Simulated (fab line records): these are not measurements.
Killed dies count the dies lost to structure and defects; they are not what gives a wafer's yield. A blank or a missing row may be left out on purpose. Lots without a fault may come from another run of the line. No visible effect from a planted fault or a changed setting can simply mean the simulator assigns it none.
Lot-split experiment ; flow n5-finfet ; on a route of 1938 steps: 7 lots, 39 wafers read

== SPLIT DETAILS ==
At N5_BEOL_M12_TRENCH_ETCH_34 (etches SiOC in C4F8/O2/Ar, target depth 318.95 nm, time 125.5 s), the setting target-depth-a was moved away from the recipe's 3189.5 angstrom on 18 of the 39 wafers read, by -36.3% to +57.0%. The other wafers ran this setting at the recipe's value.

== FROM THE SPLIT TO THE READING: what the file shows between them, 7 steps ==
- N5_BEOL_M12_STRIP_70: strips in C4F8/O2/Ar
- N5_BEOL_M12_OCD_MEAS_35
- N5_BEOL_M12_STRIP_37: strips in N2/H2
- N5_BEOL_M12_ETCH_38: etches SiCN in CF4/N2, target depth 68.7 nm, time 73.4 s
- N5_BEOL_M12_ECD_47: material Cu, target thk 720 nm
- N5_BEOL_M12_ANNEAL_48: time 90 s
- N5_BEOL_M12_CMP_49: polishes, stops on SiOC, t overpolish 20.6 s, target thk 320 nm

== THE READING ==
M12_THK, in nm, at N5_BEOL_M12_THK_MEAS_50 (measures by xrf). On this fab line, fault-free wafers typically give 318 nm with a standard deviation of 5.8 nm.

wafer;tool, chamber at the split;target-depth-a as run, angstrom;against the recipe;M12_THK, nm;against lot-mates on the recipe
L076.1;rie-diel-03, 0;2031;-36.3%;207;-113
L076.2;rie-diel-03, 2;3189.5;recipe;316;-
L076.3;rie-diel-03, 1;3189.5;recipe;322;-
L076.4;rie-diel-03, 3;2031;-36.3%;199;-121
L076.5;rie-diel-03, 2;2031;-36.3%;203;-117
L076.6;rie-diel-03, 1;3189.5;recipe;321;-
L079.1;rie-diel-06, 3;2535;-20.5%;250;-63
L079.2;rie-diel-06, 0;3189.5;recipe;312;-
L079.3;rie-diel-06, 1;3189.5;recipe;310;-
L079.4;rie-diel-06, 2;3189.5;recipe;316;-
L079.5;rie-diel-06, 0;2535;-20.5%;249;-64
L079.6;rie-diel-06, 3;2535;-20.5%;252;-61
L083.1;rie-diel-03, 0;3189.5;recipe;319;-
L083.4;rie-diel-03, 1;3189.5;recipe;315;-
L083.6;rie-diel-03, 0;3189.5;recipe;319;-
L084.1;rie-diel-02, 3;3189.5;recipe;318;-
L084.2;rie-diel-02, 1;5006;+57.0%;500;+179
L084.3;rie-diel-02, 2;3189.5;recipe;328;-
L084.4;rie-diel-02, 2;5006;+57.0%;505;+184
L084.5;rie-diel-02, 1;3189.5;recipe;318;-
L084.6;rie-diel-02, 3;5006;+57.0%;508;+187
L091.1;rie-diel-03, 2;3918;+22.8%;382;+70
L091.2;rie-diel-03, 0;3189.5;recipe;311;-
L091.3;rie-diel-03, 1;3189.5;recipe;309;-
L091.4;rie-diel-03, 3;3918;+22.8%;371;+59
L091.5;rie-diel-03, 3;3918;+22.8%;373;+61
L091.6;rie-diel-03, 0;3189.5;recipe;315;-
L094.1;rie-diel-02, 2;3189.5;recipe;317;-
L094.2;rie-diel-02, 1;4679;+46.7%;465;+145
L094.3;rie-diel-02, 3;4679;+46.7%;468;+148
L094.4;rie-diel-02, 0;3189.5;recipe;323;-
L094.5;rie-diel-02, 0;4679;+46.7%;479;+159
L094.6;rie-diel-02, 1;3189.5;recipe;320;-
L096.1;rie-diel-02, 3;3189.5;recipe;317;-
L096.2;rie-diel-02, 1;3189.5;recipe;314;-
L096.3;rie-diel-02, 2;2704;-15.2%;265;-51
L096.4;rie-diel-02, 0;3189.5;recipe;316;-
L096.5;rie-diel-02, 3;2704;-15.2%;267;-49
L096.6;rie-diel-02, 2;2704;-15.2%;268;-48

FIT RESULTS
A straight line over all 39 wafers: M12_THK changes by +3.22 nm for each +1% of target-depth-a; r = +1.00; the points scatter about the line by 6.3 nm.
The same after taking each lot's own level away (the mean of its wafers on the recipe; 39 wafers): +3.18 nm for each +1%; r = +1.00; scatter 4.4 nm.
On that fit, the largest move of target-depth-a shifts the reading by 1.8e+02 nm.
The span of the lots' own levels, 311.7 to 321.3 nm, comes to 1.7 times the standard deviation stated above.
So the lot-to-lot level changes the slope little: the two slopes agree.
Check: for one of the wafers moved furthest among these (+57.0%), held out of the fit, the line's prediction against its lot-mates is +181 nm. It came out at +179 nm against them.

== THE WHOLE CHAIN: every reading that the file lists as answering this split, in the file's order ==
step;what it does;reading;change (the file's fit);r (the file's)
N5_BEOL_M12_TRENCH_ETCH_34;etches SiOC in C4F8/O2/Ar, target depth 318.95 nm, time 125.5 s;etch.depth-nm (the simulator's own value, which no gauge read);+3.21 nm for each +1% of the setting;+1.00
N5_BEOL_M12_OCD_MEAS_35;;trench-depth-nm;+3.21 nm for each +1% of the setting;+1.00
N5_BEOL_M12_CMP_49;polishes, stops on SiOC, t overpolish 20.6 s, target thk 320 nm;Cu_of_BEOL_M12_ECD_47.thk-nm (the simulator's own value, which no gauge read);+3.21 nm for each +1% of the setting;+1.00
N5_BEOL_M12_THK_MEAS_50;measures by xrf;M12_THK;+3.18 for each +1% of the setting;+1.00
N5_BEOL_M12_RS_MEAS_54;measures by four-point-probe;M12_RS;not straight: 0.0979 at the lowest setting, 0.0599 at the recipe, 0.0375 at the highest;not given

== FILE'S OWN FIT ==
M12_THK changes by +3.18 nm for each +1% of target-depth-a, r = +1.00.
